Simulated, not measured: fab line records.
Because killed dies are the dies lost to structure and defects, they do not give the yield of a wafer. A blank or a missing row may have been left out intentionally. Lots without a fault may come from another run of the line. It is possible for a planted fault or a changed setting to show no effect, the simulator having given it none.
Code-filled problem report in 8D (eight disciplines) form | flow n5 finfet | the parts of the form that need people (team, actions taken, sign-off) are left out

== 1. PROBLEM STATEMENT ==
Mean of cf4 flow sccm at N5_MIM_BOT_ETCH_ETCH_04: 129.9 sccm across 9 wafers in 3 lots; on wafers with no fault it is 100.1 sccm (standard deviation 0.31). Relative to the usual mean, that is a shift of +96 standard deviations.
The step: etches SiNx in CF4/O2, target depth 26 nm, time 13 s.
The first sign was on wafer L157.3 at day 14 02:54, on rie diel-02. The record has a number at this step for 30 wafers belonging to 10 lots. Rule for "out" (also "out of limits"): further than 4 standard deviations from the usual mean. Any other wafer with a number is counted as sound.

== 2. WHAT IT IS, AND WHAT IT ISN'T ==
question                    | is                     | is not
which readings at this step | cf4 flow sccm          | O2_flow_sccm, oes product au
which lots                  | L157, L158, L159       | L149, L151, L152, L164, L168, L169, L171
which wafers of those lots  | all that have a number | -
read on which tools         | rie diel-02            | rie diel-01, rie diel-03
when                        | from day 14 02:54      | up to then (9 sound wafers); but 12 sound wafers of L164, L168, L169, L171 came after

== 3. WHAT RULES OUT EACH SUSPECT ==
Counting: any tool at a process step up to the reading is kept as a suspect provided that every lot that is out went through it and no sound lot did after the first of them.
- rie diel-02 at N5_MIM_BOT_ETCH_ETCH_04 (etches SiNx in CF4/O2, target depth 26 nm, time 13 s): kept. Every lot that is out went through it, starting with L157 (day 14 02:54), and after that it ran no sound lot; the last sound lot it ran before then is L149 (day 11 19:44). On those wafers its own readings are out: cf4 flow sccm.
Left after counting: rie diel-02 at N5_MIM_BOT_ETCH_ETCH_04.

== 4. THE CAUSE (what the simulator had put in) ==
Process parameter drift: rie diel-02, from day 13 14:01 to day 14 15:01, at N5_MIM_BOT_ETCH_ETCH_04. From 100, the setting cf4 flow sccm moved by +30. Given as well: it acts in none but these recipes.
Counting left only this tool.

== 5. THE CHAIN OF EFFECTS, in route order ==
One row per reading whose mean, taken over the struck wafers that have a number, lies over 3 standard deviations from the usual. Only readings for which the record gives a usual standard deviation are gone through. hours: the time from each lot's start at the first step in this table that gives one to its start at this step, as a median over the lots. sigmas: the change in usual standard deviations.
hours | step                    | reading                  | usual      | on struck wafers | change | sigmas
0     | N5_MIM_BOT_ETCH_ETCH_04 | cf4 flow sccm            | 100.1 sccm | 129.9            | +29.8  | +96
0     | N5_MIM_BOT_ETCH_ETCH_04 | showerhead plenum p Torr | 2.22 Torr  | 2.45             | +0.23  | +3.4
0     | N5_MIM_BOT_ETCH_ETCH_04 | throttle valve pct       | 15.81 %    | 17.13            | +1.32  | +5.7
The process steps in it:
- N5_MIM_BOT_ETCH_ETCH_04: etches SiNx in CF4/O2, target depth 26 nm, time 13 s.

== 6. WHAT WOULD HAVE CAUGHT IT SOONER ==
13 hours passed between the start of the fault at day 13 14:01 and the first reading out of limits in this record, taken at day 14 02:54.
